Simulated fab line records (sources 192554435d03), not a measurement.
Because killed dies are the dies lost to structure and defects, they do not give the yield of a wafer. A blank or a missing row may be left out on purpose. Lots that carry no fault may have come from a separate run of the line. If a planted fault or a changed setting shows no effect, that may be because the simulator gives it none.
Chamber matching | flow n5Finfet | 3 sister chambers for N5_BEOL_M9_DEP_56 on pecvd-04
The step deposits SiCN from 3MS/NH3, target thk 15 nm, time 26.5 s. 3 wafers are shown with their chamber, then 12 later ones without.

WAFERS WITH THEIR CHAMBER
wafer  | chamber | throttleValvePct (%)
L092.3 | 2       | 8.8
L092.5 | 0       | 8.6
L092.6 | 1       | 9.6

WAFERS WITH NO CHAMBER GIVEN
wafer  | throttleValvePct (%)
L093.2 | 9.6
L093.3 | 8.8
L093.4 | 8.6
L095.2 | 9.5
L095.5 | 9.5
L095.6 | 8.7
L094.3 | 8.7
L094.5 | 8.6
L094.6 | 9.6
L097.3 | 9.7
L097.4 | 8.8
L097.5 | 9.4

THE CHAMBER EACH PASSED THROUGH
wafer  | from the rows above     | in truth
L093.2 | 1                       | 1
L093.3 | 2                       | 2
L093.4 | 0                       | 0
L095.2 | 1                       | 1
L095.5 | 1                       | 1
L095.6 | can't be placed: 0 or 2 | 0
L094.3 | can't be placed: 0 or 2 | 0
L094.5 | 0                       | 0
L094.6 | 1                       | 1
L097.3 | 1                       | 1
L097.4 | 2                       | 2
L097.5 | 1                       | 1
Correct placement for 10 of the 12. Unplaceable from these rows: 2, with the true chamber sitting among the candidates in 2. Wrongly placed: 0.
How it was worked out, from the rows above alone: a wafer's distance from a chamber is the root of the sum, over the readings, of the square of ((its reading less the chamber's mean) divided by the reading's scatter). If the next closest chamber is less than 2 further off than the closest, the wafer can't be placed; otherwise it belongs to the closest. Each chamber's mean is taken over the wafers shown for it. The scatter: root of mean squared gap, hidden wafer to nearest shown wafer, with one shown wafer a chamber.
